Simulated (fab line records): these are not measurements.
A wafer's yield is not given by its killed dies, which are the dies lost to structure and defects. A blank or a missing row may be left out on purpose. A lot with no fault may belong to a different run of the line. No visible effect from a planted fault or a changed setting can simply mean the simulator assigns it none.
Split-lot experiment || flow n5-finfet || 39 wafers read from 7 lots, route of 1938 steps

== THE SPLIT ITSELF ==
At N5_BEOL_M13_SPUTTER_43 (material TaN, target thk 15 nm, time 24.19 s), the setting time-s was moved away from the recipe's 24.19 s on 15 of the 39 wafers read, by -56.0% to -21.8%. The other wafers ran this setting at the recipe's value.

== FROM THE SPLIT TO THE READING: what the file shows between them, 4 steps ==
- N5_BEOL_M13_SPUTTER_44: material Ta, target thk 10 nm, time 16.13 s
- N5_BEOL_M13_SPUTTER_45: material Cu, target thk 80 nm, time 13.33 s
- N5_BEOL_M13_ECD_47: material Cu, target thk 936 nm
- N5_BEOL_M13_ANNEAL_48: time 90 s

== THE READING ==
barrier-field-endpoint-s, in s, at N5_BEOL_M13_CMP_49 (polishes, stops on SiOC, t overpolish 17.1 s, target thk 420 nm). A value of 30.4 s with a standard deviation of 0.64 s is what fault-free wafers of this fab line usually give.

{"wafer": "L076.1", "tool, chamber at the split": "pvd-sputter-02, -", "time-s as run, s": 24.19, "against the recipe": "recipe", "barrier-field-endpoint-s, s": 30.5, "against lot-mates on the recipe": "-"}
{"wafer": "L076.4", "tool, chamber at the split": "pvd-sputter-02, -", "time-s as run, s": 24.19, "against the recipe": "recipe", "barrier-field-endpoint-s, s": 29.8, "against lot-mates on the recipe": "-"}
{"wafer": "L076.2", "tool, chamber at the split": "pvd-sputter-02, -", "time-s as run, s": 24.19, "against the recipe": "recipe", "barrier-field-endpoint-s, s": 29.6, "against lot-mates on the recipe": "-"}
{"wafer": "L076.3", "tool, chamber at the split": "pvd-sputter-02, -", "time-s as run, s": 10.65, "against the recipe": "-56.0%", "barrier-field-endpoint-s, s": 20.0, "against lot-mates on the recipe": -10.0}
{"wafer": "L076.6", "tool, chamber at the split": "pvd-sputter-02, -", "time-s as run, s": 10.65, "against the recipe": "-56.0%", "barrier-field-endpoint-s, s": 20.5, "against lot-mates on the recipe": -9.5}
{"wafer": "L076.5", "tool, chamber at the split": "pvd-sputter-02, -", "time-s as run, s": 10.65, "against the recipe": "-56.0%", "barrier-field-endpoint-s, s": 19.3, "against lot-mates on the recipe": -10.7}
{"wafer": "L080.1", "tool, chamber at the split": "pvd-sputter-02, -", "time-s as run, s": 24.19, "against the recipe": "recipe", "barrier-field-endpoint-s, s": 29.8, "against lot-mates on the recipe": "-"}
{"wafer": "L080.2", "tool, chamber at the split": "pvd-sputter-02, -", "time-s as run, s": 24.19, "against the recipe": "recipe", "barrier-field-endpoint-s, s": 30.7, "against lot-mates on the recipe": "-"}
{"wafer": "L080.3", "tool, chamber at the split": "pvd-sputter-02, -", "time-s as run, s": 24.19, "against the recipe": "recipe", "barrier-field-endpoint-s, s": 30.0, "against lot-mates on the recipe": "-"}
{"wafer": "L085.4", "tool, chamber at the split": "pvd-sputter-01, -", "time-s as run, s": 24.19, "against the recipe": "recipe", "barrier-field-endpoint-s, s": 30.1, "against lot-mates on the recipe": "-"}
{"wafer": "L085.3", "tool, chamber at the split": "pvd-sputter-01, -", "time-s as run, s": 24.19, "against the recipe": "recipe", "barrier-field-endpoint-s, s": 29.9, "against lot-mates on the recipe": "-"}
{"wafer": "L085.2", "tool, chamber at the split": "pvd-sputter-01, -", "time-s as run, s": 18.91, "against the recipe": "-21.8%", "barrier-field-endpoint-s, s": 25.9, "against lot-mates on the recipe": -4.2}
{"wafer": "L085.1", "tool, chamber at the split": "pvd-sputter-01, -", "time-s as run, s": 24.19, "against the recipe": "recipe", "barrier-field-endpoint-s, s": 30.2, "against lot-mates on the recipe": "-"}
{"wafer": "L085.5", "tool, chamber at the split": "pvd-sputter-01, -", "time-s as run, s": 18.91, "against the recipe": "-21.8%", "barrier-field-endpoint-s, s": 25.6, "against lot-mates on the recipe": -4.5}
{"wafer": "L085.6", "tool, chamber at the split": "pvd-sputter-01, -", "time-s as run, s": 18.91, "against the recipe": "-21.8%", "barrier-field-endpoint-s, s": 26.3, "against lot-mates on the recipe": -3.8}
{"wafer": "L088.4", "tool, chamber at the split": "pvd-sputter-02, -", "time-s as run, s": 24.19, "against the recipe": "recipe", "barrier-field-endpoint-s, s": 29.4, "against lot-mates on the recipe": "-"}
{"wafer": "L088.1", "tool, chamber at the split": "pvd-sputter-02, -", "time-s as run, s": 24.19, "against the recipe": "recipe", "barrier-field-endpoint-s, s": 29.9, "against lot-mates on the recipe": "-"}
{"wafer": "L088.3", "tool, chamber at the split": "pvd-sputter-02, -", "time-s as run, s": 24.19, "against the recipe": "recipe", "barrier-field-endpoint-s, s": 29.8, "against lot-mates on the recipe": "-"}
{"wafer": "L088.2", "tool, chamber at the split": "pvd-sputter-02, -", "time-s as run, s": 24.19, "against the recipe": "recipe", "barrier-field-endpoint-s, s": 29.8, "against lot-mates on the recipe": "-"}
{"wafer": "L088.6", "tool, chamber at the split": "pvd-sputter-02, -", "time-s as run, s": 24.19, "against the recipe": "recipe", "barrier-field-endpoint-s, s": 29.5, "against lot-mates on the recipe": "-"}
{"wafer": "L088.5", "tool, chamber at the split": "pvd-sputter-02, -", "time-s as run, s": 24.19, "against the recipe": "recipe", "barrier-field-endpoint-s, s": 30.1, "against lot-mates on the recipe": "-"}
{"wafer": "L093.1", "tool, chamber at the split": "pvd-sputter-01, -", "time-s as run, s": 12.31, "against the recipe": "-49.1%", "barrier-field-endpoint-s, s": 21.7, "against lot-mates on the recipe": -9.7}
{"wafer": "L093.3", "tool, chamber at the split": "pvd-sputter-01, -", "time-s as run, s": 12.31, "against the recipe": "-49.1%", "barrier-field-endpoint-s, s": 22.0, "against lot-mates on the recipe": -9.4}
{"wafer": "L093.2", "tool, chamber at the split": "pvd-sputter-01, -", "time-s as run, s": 24.19, "against the recipe": "recipe", "barrier-field-endpoint-s, s": 31.3, "against lot-mates on the recipe": "-"}
{"wafer": "L093.4", "tool, chamber at the split": "pvd-sputter-01, -", "time-s as run, s": 24.19, "against the recipe": "recipe", "barrier-field-endpoint-s, s": 31.6, "against lot-mates on the recipe": "-"}
{"wafer": "L093.5", "tool, chamber at the split": "pvd-sputter-01, -", "time-s as run, s": 24.19, "against the recipe": "recipe", "barrier-field-endpoint-s, s": 31.3, "against lot-mates on the recipe": "-"}
{"wafer": "L093.6", "tool, chamber at the split": "pvd-sputter-01, -", "time-s as run, s": 12.31, "against the recipe": "-49.1%", "barrier-field-endpoint-s, s": 22.4, "against lot-mates on the recipe": -9.0}
{"wafer": "L091.3", "tool, chamber at the split": "pvd-sputter-01, -", "time-s as run, s": 24.19, "against the recipe": "recipe", "barrier-field-endpoint-s, s": 30.2, "against lot-mates on the recipe": "-"}
{"wafer": "L091.4", "tool, chamber at the split": "pvd-sputter-01, -", "time-s as run, s": 24.19, "against the recipe": "recipe", "barrier-field-endpoint-s, s": 31.6, "against lot-mates on the recipe": "-"}
{"wafer": "L091.1", "tool, chamber at the split": "pvd-sputter-01, -", "time-s as run, s": 15.67, "against the recipe": "-35.2%", "barrier-field-endpoint-s, s": 24.4, "against lot-mates on the recipe": -6.3}
{"wafer": "L091.2", "tool, chamber at the split": "pvd-sputter-01, -", "time-s as run, s": 15.67, "against the recipe": "-35.2%", "barrier-field-endpoint-s, s": 23.9, "against lot-mates on the recipe": -6.8}
{"wafer": "L091.6", "tool, chamber at the split": "pvd-sputter-01, -", "time-s as run, s": 15.67, "against the recipe": "-35.2%", "barrier-field-endpoint-s, s": 24.5, "against lot-mates on the recipe": -6.2}
{"wafer": "L091.5", "tool, chamber at the split": "pvd-sputter-01, -", "time-s as run, s": 24.19, "against the recipe": "recipe", "barrier-field-endpoint-s, s": 30.2, "against lot-mates on the recipe": "-"}
{"wafer": "L094.2", "tool, chamber at the split": "pvd-sputter-02, -", "time-s as run, s": 11.34, "against the recipe": "-53.1%", "barrier-field-endpoint-s, s": 21.4, "against lot-mates on the recipe": -9.8}
{"wafer": "L094.4", "tool, chamber at the split": "pvd-sputter-02, -", "time-s as run, s": 11.34, "against the recipe": "-53.1%", "barrier-field-endpoint-s, s": 21.0, "against lot-mates on the recipe": -10.2}
{"wafer": "L094.1", "tool, chamber at the split": "pvd-sputter-02, -", "time-s as run, s": 24.19, "against the recipe": "recipe", "barrier-field-endpoint-s, s": 31.1, "against lot-mates on the recipe": "-"}
{"wafer": "L094.3", "tool, chamber at the split": "pvd-sputter-02, -", "time-s as run, s": 24.19, "against the recipe": "recipe", "barrier-field-endpoint-s, s": 31.0, "against lot-mates on the recipe": "-"}
{"wafer": "L094.6", "tool, chamber at the split": "pvd-sputter-02, -", "time-s as run, s": 24.19, "against the recipe": "recipe", "barrier-field-endpoint-s, s": 31.4, "against lot-mates on the recipe": "-"}
{"wafer": "L094.5", "tool, chamber at the split": "pvd-sputter-02, -", "time-s as run, s": 11.34, "against the recipe": "-53.1%", "barrier-field-endpoint-s, s": 22.0, "against lot-mates on the recipe": -9.2}

FIT RESULTS
A straight line over all 39 wafers: barrier-field-endpoint-s changes by +0.176 s for each +1% of time-s; r = +0.99; the points scatter about the line by 0.66 s.
The same after taking each lot's own level away (the mean of its wafers on the recipe; 39 wafers): +0.183 s for each +1%; r = +1.00; scatter 0.38 s.
Per that fit: largest time-s move, reading shift of 10 s.
Measured against the standard deviation above, the lots' own levels, which go from 29.75 to 31.40 s, span 2.6 times it.
The two slopes are in agreement: the lot-to-lot level therefore moves the slope only a little.
Check: -10.3 s against its lot-mates is what the line predicts for one of the wafers moved furthest among these (-56.0%) when that wafer is left out of the fit. Against them it came out at -9.97 s.

== THE WHOLE CHAIN: every reading that the file lists as answering this split, in the file's order ==
{"step": "N5_BEOL_M13_SPUTTER_43", "what it does": "material TaN, target thk 15 nm, time 24.19 s", "reading": "TaN_of_BEOL_M13_SPUTTER_43.thk-nm (the simulator's own value, which no gauge read)", "change (the file's fit)": "+0.149 nm for each +1% of the setting", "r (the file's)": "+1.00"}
{"step": "N5_BEOL_M13_CMP_49", "what it does": "polishes, stops on SiOC, t overpolish 17.1 s, target thk 420 nm", "reading": "barrier-field-endpoint-s", "change (the file's fit)": "+0.184 s for each +1% of the setting", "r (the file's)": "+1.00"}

== FILE'S OWN FIT ==
barrier-field-endpoint-s changes by +0.184 s for each +1% of time-s, r = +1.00.
